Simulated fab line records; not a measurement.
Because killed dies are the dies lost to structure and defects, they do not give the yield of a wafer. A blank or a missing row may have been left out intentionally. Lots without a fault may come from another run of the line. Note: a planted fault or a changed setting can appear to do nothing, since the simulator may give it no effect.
The same fault as seen by 2 desks	flow nand harc	only its own numbers are on each desk; what lay behind them is given at the end

## AT THE TOOL OWNER'S DESK: pecvd onon-01
The tool's own readings at NHARC_A_ONON_D2_DEP_09 (target thk 1000 nm): means of the sampled wafers that have a number, for each lot that ran on this tool. Any lot whose mean is over 4 standard deviations away from the usual mean is out of limits and marked OUT; that distance is given in the brackets.
Columns: A = nh3 flow sccm at NHARC_A_ONON_D2_DEP_09, usual 499.8 sccm
lot	first seen here	A
L718	day 13 14:43	500.5
L721	day 14 04:58	501.3
L725	day 16 19:38	500.1
L728	day 17 12:28	501.3
L730	day 18 14:01	499.7
L739	day 21 20:19	499.9
This desk found nothing out of limits on any of the 6 lots.

## THE METROLOGY DESK
Means of the sampled wafers that have a number, per lot and without regard to the tool the lot ran on: this is what the gauges read. Any lot whose mean is over 4 standard deviations away from the usual mean is out of limits and marked OUT; that distance is given in the brackets.
Columns: A = thk nm at NHARC_A_ONON_D2_THK_MEAS_02, usual 1000 nm; B = thk nm at NHARC_A_ONON_D2_THK_MEAS_11, usual 999 nm
lot	first seen here	A	B
L716	day 12 04:41	998	987
L719	day 13 13:26	1007	991
L718	day 13 13:31	1012	1004
L720	day 14 03:30	980	993
L721	day 14 03:43	1008	1004
L725	day 16 18:17	1000	991
L728	day 17 11:17	996	1043 (+5.4) OUT
L730	day 18 12:42	993	1044 (+5.5) OUT
L736	day 20 10:00	1001	991
L737	day 21 04:55	1001	993
L738	day 21 19:04	993	999
L739	day 21 19:05	1005	1017
Finding of this desk: L728, L730 out of limits; the first was L728 at day 17 12:59, on thk nm at NHARC_A_ONON_D2_THK_MEAS_11. L716, L719, L718, L720, L721, L725, L736, L737, L738, L739 stayed within limits.

## PUT TOGETHER
Metrology desk: alarm possible at day 17 12:59 on L728, L730.
The desk of the tool owner found nothing out of limits.
Tool owner's desk: L728, L730 on record, inside its limits.
NHARC_A_ONON_D2_DEP_09 was run on pecvd onon-01 by each of the lots named.

## WHAT HAD BEEN PUT IN BY THE SIMULATOR
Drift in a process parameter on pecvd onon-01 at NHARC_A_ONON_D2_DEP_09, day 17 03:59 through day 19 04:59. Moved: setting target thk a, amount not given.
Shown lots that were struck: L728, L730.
Time in hours between the start of the fault and the first out-of-limits reading at each desk: metrology desk, 9.
